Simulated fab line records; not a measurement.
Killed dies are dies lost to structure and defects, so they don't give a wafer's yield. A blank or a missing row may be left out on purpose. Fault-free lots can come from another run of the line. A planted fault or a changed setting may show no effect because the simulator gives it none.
Split-lot experiment / flow n5_finfet / 39 wafers read from 7 lots, route of 1938 steps

THE SPLIT ITSELF
At N5_BEOL_M13_SPUTTER_44 (material Ta, target thk 10 nm, time 16.13 s), the setting target_thk_a was moved away from the recipe's 100 angstrom on 15 of the 39 wafers read, by -39.7% to +31.7%. For the rest of the wafers, this setting stayed at what the recipe calls for.

FROM THE SPLIT TO THE READING: what the file shows between them, 3 steps
- N5_BEOL_M13_SPUTTER_45: material Cu, target thk 80 nm, time 13.33 s
- N5_BEOL_M13_ECD_47: material Cu, target thk 936 nm
- N5_BEOL_M13_ANNEAL_48: time 90 s

THE READING
barrier_field_endpoint_s, in s, at N5_BEOL_M13_CMP_49 (polishes, stops on SiOC, t overpolish 17.1 s, target thk 420 nm). A value of 30.1 s with a standard deviation of 0.64 s is what fault-free wafers of this fab line usually give.

wafer=L075.2; tool, chamber at the split=pvd_sputter-01, -; target_thk_a as run, angstrom=77.63; against the recipe=-22.4%; barrier_field_endpoint_s, s=26.6; against lot-mates on the recipe=-3.1
wafer=L075.4; tool, chamber at the split=pvd_sputter-01, -; target_thk_a as run, angstrom=100; against the recipe=recipe; barrier_field_endpoint_s, s=29.7; against lot-mates on the recipe=-
wafer=L075.1; tool, chamber at the split=pvd_sputter-01, -; target_thk_a as run, angstrom=77.63; against the recipe=-22.4%; barrier_field_endpoint_s, s=26.7; against lot-mates on the recipe=-3.0
wafer=L075.3; tool, chamber at the split=pvd_sputter-01, -; target_thk_a as run, angstrom=100; against the recipe=recipe; barrier_field_endpoint_s, s=29.7; against lot-mates on the recipe=-
wafer=L075.5; tool, chamber at the split=pvd_sputter-01, -; target_thk_a as run, angstrom=100; against the recipe=recipe; barrier_field_endpoint_s, s=29.7; against lot-mates on the recipe=-
wafer=L075.6; tool, chamber at the split=pvd_sputter-01, -; target_thk_a as run, angstrom=77.63; against the recipe=-22.4%; barrier_field_endpoint_s, s=27.3; against lot-mates on the recipe=-2.4
wafer=L074.4; tool, chamber at the split=pvd_sputter-02, -; target_thk_a as run, angstrom=100; against the recipe=recipe; barrier_field_endpoint_s, s=30.1; against lot-mates on the recipe=-
wafer=L074.2; tool, chamber at the split=pvd_sputter-02, -; target_thk_a as run, angstrom=100; against the recipe=recipe; barrier_field_endpoint_s, s=30.0; against lot-mates on the recipe=-
wafer=L074.3; tool, chamber at the split=pvd_sputter-02, -; target_thk_a as run, angstrom=131.7; against the recipe=+31.7%; barrier_field_endpoint_s, s=35.1; against lot-mates on the recipe=+4.8
wafer=L074.1; tool, chamber at the split=pvd_sputter-02, -; target_thk_a as run, angstrom=131.7; against the recipe=+31.7%; barrier_field_endpoint_s, s=34.5; against lot-mates on the recipe=+4.2
wafer=L074.6; tool, chamber at the split=pvd_sputter-02, -; target_thk_a as run, angstrom=131.7; against the recipe=+31.7%; barrier_field_endpoint_s, s=34.4; against lot-mates on the recipe=+4.1
wafer=L074.5; tool, chamber at the split=pvd_sputter-02, -; target_thk_a as run, angstrom=100; against the recipe=recipe; barrier_field_endpoint_s, s=30.7; against lot-mates on the recipe=-
wafer=L082.3; tool, chamber at the split=pvd_sputter-03, -; target_thk_a as run, angstrom=100; against the recipe=recipe; barrier_field_endpoint_s, s=30.1; against lot-mates on the recipe=-
wafer=L082.2; tool, chamber at the split=pvd_sputter-03, -; target_thk_a as run, angstrom=100; against the recipe=recipe; barrier_field_endpoint_s, s=29.6; against lot-mates on the recipe=-
wafer=L082.6; tool, chamber at the split=pvd_sputter-03, -; target_thk_a as run, angstrom=100; against the recipe=recipe; barrier_field_endpoint_s, s=29.5; against lot-mates on the recipe=-
wafer=L088.3; tool, chamber at the split=pvd_sputter-01, -; target_thk_a as run, angstrom=100; against the recipe=recipe; barrier_field_endpoint_s, s=30.9; against lot-mates on the recipe=-
wafer=L088.2; tool, chamber at the split=pvd_sputter-01, -; target_thk_a as run, angstrom=100; against the recipe=recipe; barrier_field_endpoint_s, s=30.4; against lot-mates on the recipe=-
wafer=L088.4; tool, chamber at the split=pvd_sputter-01, -; target_thk_a as run, angstrom=100; against the recipe=recipe; barrier_field_endpoint_s, s=30.9; against lot-mates on the recipe=-
wafer=L088.1; tool, chamber at the split=pvd_sputter-01, -; target_thk_a as run, angstrom=100; against the recipe=recipe; barrier_field_endpoint_s, s=30.5; against lot-mates on the recipe=-
wafer=L088.5; tool, chamber at the split=pvd_sputter-01, -; target_thk_a as run, angstrom=100; against the recipe=recipe; barrier_field_endpoint_s, s=30.9; against lot-mates on the recipe=-
wafer=L088.6; tool, chamber at the split=pvd_sputter-01, -; target_thk_a as run, angstrom=100; against the recipe=recipe; barrier_field_endpoint_s, s=31.5; against lot-mates on the recipe=-
wafer=L089.3; tool, chamber at the split=pvd_sputter-02, -; target_thk_a as run, angstrom=60.26; against the recipe=-39.7%; barrier_field_endpoint_s, s=24.2; against lot-mates on the recipe=-5.4
wafer=L089.4; tool, chamber at the split=pvd_sputter-02, -; target_thk_a as run, angstrom=100; against the recipe=recipe; barrier_field_endpoint_s, s=30.1; against lot-mates on the recipe=-
wafer=L089.1; tool, chamber at the split=pvd_sputter-02, -; target_thk_a as run, angstrom=60.26; against the recipe=-39.7%; barrier_field_endpoint_s, s=24.4; against lot-mates on the recipe=-5.2
wafer=L089.2; tool, chamber at the split=pvd_sputter-02, -; target_thk_a as run, angstrom=60.26; against the recipe=-39.7%; barrier_field_endpoint_s, s=24.4; against lot-mates on the recipe=-5.2
wafer=L089.5; tool, chamber at the split=pvd_sputter-02, -; target_thk_a as run, angstrom=100; against the recipe=recipe; barrier_field_endpoint_s, s=29.6; against lot-mates on the recipe=-
wafer=L089.6; tool, chamber at the split=pvd_sputter-02, -; target_thk_a as run, angstrom=100; against the recipe=recipe; barrier_field_endpoint_s, s=29.2; against lot-mates on the recipe=-
wafer=L094.1; tool, chamber at the split=pvd_sputter-03, -; target_thk_a as run, angstrom=62.52; against the recipe=-37.5%; barrier_field_endpoint_s, s=26.3; against lot-mates on the recipe=-3.5
wafer=L094.4; tool, chamber at the split=pvd_sputter-03, -; target_thk_a as run, angstrom=62.52; against the recipe=-37.5%; barrier_field_endpoint_s, s=26.0; against lot-mates on the recipe=-3.8
wafer=L094.3; tool, chamber at the split=pvd_sputter-03, -; target_thk_a as run, angstrom=100; against the recipe=recipe; barrier_field_endpoint_s, s=29.7; against lot-mates on the recipe=-
wafer=L094.2; tool, chamber at the split=pvd_sputter-03, -; target_thk_a as run, angstrom=100; against the recipe=recipe; barrier_field_endpoint_s, s=29.8; against lot-mates on the recipe=-
wafer=L094.5; tool, chamber at the split=pvd_sputter-03, -; target_thk_a as run, angstrom=100; against the recipe=recipe; barrier_field_endpoint_s, s=29.8; against lot-mates on the recipe=-
wafer=L094.6; tool, chamber at the split=pvd_sputter-03, -; target_thk_a as run, angstrom=62.52; against the recipe=-37.5%; barrier_field_endpoint_s, s=25.4; against lot-mates on the recipe=-4.4
wafer=L096.1; tool, chamber at the split=pvd_sputter-02, -; target_thk_a as run, angstrom=120.5; against the recipe=+20.5%; barrier_field_endpoint_s, s=32.3; against lot-mates on the recipe=+2.0
wafer=L096.2; tool, chamber at the split=pvd_sputter-02, -; target_thk_a as run, angstrom=100; against the recipe=recipe; barrier_field_endpoint_s, s=29.8; against lot-mates on the recipe=-
wafer=L096.4; tool, chamber at the split=pvd_sputter-02, -; target_thk_a as run, angstrom=100; against the recipe=recipe; barrier_field_endpoint_s, s=30.5; against lot-mates on the recipe=-
wafer=L096.3; tool, chamber at the split=pvd_sputter-02, -; target_thk_a as run, angstrom=120.5; against the recipe=+20.5%; barrier_field_endpoint_s, s=32.3; against lot-mates on the recipe=+2.0
wafer=L096.6; tool, chamber at the split=pvd_sputter-02, -; target_thk_a as run, angstrom=100; against the recipe=recipe; barrier_field_endpoint_s, s=30.6; against lot-mates on the recipe=-
wafer=L096.5; tool, chamber at the split=pvd_sputter-02, -; target_thk_a as run, angstrom=120.5; against the recipe=+20.5%; barrier_field_endpoint_s, s=32.6; against lot-mates on the recipe=+2.3

FIT RESULTS
A straight line over all 39 wafers: barrier_field_endpoint_s changes by +0.133 s for each +1% of target_thk_a; r = +0.98; the points scatter about the line by 0.57 s.
The same after taking each lot's own level away (the mean of its wafers on the recipe; 39 wafers): +0.123 s for each +1%; r = +0.99; scatter 0.42 s.
That fit puts the effect of the largest move of target_thk_a on the reading at 4.9 s.
Across the lots, their own levels run from 29.63 to 30.85 s, a range of 1.9 times the standard deviation given above.
So the lot-to-lot level changes the slope little: the two slopes agree.
Check: for one of the wafers moved furthest among these (-39.7%), held out of the fit, the line's prediction against its lot-mates is -4.78 s. It came out at -5.43 s against them.

OTHER SPLITS ON THESE WAFERS
Before the reading, these wafers also passed through other splits. Each is held against what the fit with the lots' levels taken away leaves over:
other split on the same wafers=N5_BEOL_M8_TRENCH_ETCH_37 target_depth_a; wafers away from the commonest value=12; r with barrier_field_endpoint_s (lot level and that fit taken away)=+0.01
other split on the same wafers=N5_BEOL_M11_DEP_56 target_thk_a; wafers away from the commonest value=12; r with barrier_field_endpoint_s (lot level and that fit taken away)=-0.23

THE WHOLE CHAIN: every reading that the file lists as answering this split, in the file's order
step=N5_BEOL_M13_SPUTTER_44; what it does=material Ta, target thk 10 nm, time 16.13 s; reading=Ta_of_BEOL_M13_SPUTTER_44.thk_nm (the simulator's own value, which no gauge read); change (the file's fit)=+0.0994 nm for each +1% of the setting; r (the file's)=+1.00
step=N5_BEOL_M13_CMP_49; what it does=polishes, stops on SiOC, t overpolish 17.1 s, target thk 420 nm; reading=barrier_field_endpoint_s; change (the file's fit)=+0.123 s for each +1% of the setting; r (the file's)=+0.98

THE FILE'S OWN FIT
barrier_field_endpoint_s changes by +0.123 s for each +1% of target_thk_a, r = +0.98.
